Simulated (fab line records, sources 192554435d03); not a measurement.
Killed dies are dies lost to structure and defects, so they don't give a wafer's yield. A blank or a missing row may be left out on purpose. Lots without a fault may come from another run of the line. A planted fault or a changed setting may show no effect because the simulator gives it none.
A struck lot beside a sound one | flow n5_finfet | 22 steps out of a route of 1938
Sound: wafers L462.1, L462.2, L462.5. Struck: wafers L471.1, L471.6. The cause comes at the end.
At each step with rows: each side's tool, then ch and its chambers, then its first start. Under that, the readings that differ: sound wafers | struck wafers | difference of the means | sigmas: that difference in standard deviations of wafers without a fault.
alike: readings whose means differ by less than 2 such deviations, and words and numbers that are the same on both sides. not compared: withheld readings, readings that some wafer has no value for, bounds like >300 that may hide the same value, and numbers for which the record gives no deviation and whose values overlap.
The two part at a step that has a row with sigmas, a row that says differs or no value, or rows on one side only. Numbers that don't overlap but have no deviation are shown without sigmas and don't part them. A reading that every wafer of one side lacks parts them only if that side has two wafers or more.

first, 1 step without rows for these wafers: N5_DUMMY_GATE_UV_OZONE_45 (time 120 s).
N5_DUMMY_GATE_INSPECT_27: inspects for defects (brightfield).
  sound on defect_inspect-02, day 3 13:33; struck on defect_inspect-02, day 5 17:53
  alike: raw_defect_count
N5_SPACER0_ALD_07: deposits SiNx, target thk 2 nm.
  sound on ald_sin-02 ch 0,3, day 3 13:40; struck on ald_sin-03 ch 0,3, day 5 17:55
  alike: heater_power_w
N5_SPACER0_ALD_00: deposits SiOCN, target thk 3.5 nm, pulse time 3 s, purge time 2 s.
  sound on ald_sin-02 ch 0,3, day 3 13:49; struck on ald_sin-03 ch 0,3, day 5 18:04
  alike: heater_power_w, precursor_pulse_height_rel
N5_SPACER0_ALD_08: deposits SiNx, target thk 2 nm.
  sound on ald_sin-02 ch 0,3, day 3 14:04; struck on ald_sin-03 ch 0,3, day 5 18:20
  alike: heater_power_w
N5_SPACER0_INSPECT_04: inspects for defects (darkfield).
  sound on defect_inspect-01, day 3 14:14; struck on defect_inspect-01, day 5 18:29
  alike: raw_defect_count
then, 6 steps without rows for these wafers: N5_SD_EPI_N_COAT_32 (time 60 s, resist thk 350 nm); N5_SD_EPI_N_COAT_33 (time 60 s, resist thk 35 nm); N5_SD_EPI_N_COAT_03 (resist thk 150 nm); N5_SD_EPI_N_EBR_05; N5_SD_EPI_N_SOFTBAKE_04 (time 60 s); N5_SD_EPI_N_EXPOSE_06 (exposes mask SD N BLK, target cd 120 nm).
N5_SD_EPI_N_PEB_07: peb time 60 s.
  sound on litho_track-01 ch 0, day 3 14:34; struck on litho_track-03 ch 0, day 5 18:49
  reading          | sound                | struck        | difference | sigmas
  plate_temp_C (C) | 109.95 109.96 110.04 | 110.60 110.65 | +0.64      | +5
then, 1 step without rows for these wafers: N5_SD_EPI_N_DEVELOP_08 (develop time 30 s).
N5_SD_EPI_N_CD_MEAS_09: target cd 120 nm.
  sound on cd_sem-01 ch 0, day 3 14:37; struck on cd_sem-03 ch 0, day 5 18:53
  reading    | sound             | struck      | difference | sigmas
  cd_nm (nm) | 118.8 119.3 118.4 | 123.2 122.0 | +3.8       | +3
N5_SD_EPI_N_OVL_MEAS_10:
  sound on overlay-01 ch 0, day 3 14:39; struck on overlay-02 ch 0, day 5 18:55
  alike: SD_N_BLK_OVL
N5_SD_EPI_N_INSPECT_11: inspects for defects (macro).
  sound on defect_inspect-01, day 3 14:41; struck on defect_inspect-01, day 5 18:56
  alike: raw_defect_count
N5_SD_EPI_N_DESCUM_14: chemistry O2, time 7.9 s.
  sound on rie_diel-02 ch 1,3, day 3 14:45; struck on rie_diel-05 ch 1,2, day 5 18:58
  alike: bias_power_w, drypump_motor_current_A, oes_product_au, rf_fwd_power_W, rf_vpp_V, showerhead_plenum_p_Torr, throttle_valve_pct
  not compared: rf_hours_counter_h
N5_SD_EPI_N_ETCH_34: etches SiARC in CF4, target depth 45.5 nm, time 75.8 s.
  sound on rie_diel-02 ch 1,3, day 3 14:47; struck on rie_diel-05 ch 1,2, day 5 19:01
  reading                   | sound             | struck      | difference | sigmas
  model.SD_EPI_N.cd_nm (nm) | 119.2 119.2 118.8 | 123.6 121.8 | +3.6       |
  alike: drypump_motor_current_A, etch_rf_on_time_s, mfc_ar_sccm, oes_product_au, rf_fwd_power_W, rf_vpp_V, showerhead_plenum_p_Torr, throttle_valve_pct
  not compared: rf_hours_counter_h
N5_SD_EPI_N_ETCH_35: etches SOC in N2/H2, overetch 108 nm, time 486 s.
  sound on rie_diel-02 ch 1,3, day 3 14:50; struck on rie_diel-05 ch 1,2, day 5 19:04
  alike: drypump_motor_current_A, oes_product_au, rf_fwd_power_W, rf_vpp_V, showerhead_plenum_p_Torr, throttle_valve_pct
  not compared: rf_hours_counter_h
-- the record jumps here: 6 days lie between the struck wafers' starts before and after (it left off in module SD_EPI_N and takes up again in module BEOL_M4, whose first step shown is number 1111 of the route) --
N5_BEOL_M4_RC_MEAS_101:
  sound on prober-02 ch 0, day 9 16:07; struck on prober-02 ch 0, day 12 06:14
  alike: DIBL_N, DIBL_P, IOFF_N, IOFF_P, ION_N, ION_P, SS_N, SS_P, VT_N, VT_P
then, 1 step without rows for these wafers: N5_PASSIVATION_PROBE_49.

WHERE THEY PART
First at N5_SD_EPI_N_PEB_07; last, within this record, at N5_SD_EPI_N_CD_MEAS_09. Later steps at which nothing parts them and some readings are alike: N5_SD_EPI_N_OVL_MEAS_10, N5_SD_EPI_N_INSPECT_11, N5_SD_EPI_N_DESCUM_14, N5_SD_EPI_N_ETCH_34, N5_SD_EPI_N_ETCH_35, N5_BEOL_M4_RC_MEAS_101.

WHY: what the simulator had put in
Process parameter drift: litho_track-03, from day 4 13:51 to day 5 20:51, at N5_SD_EPI_N_PEB_07. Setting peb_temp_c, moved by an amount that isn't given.
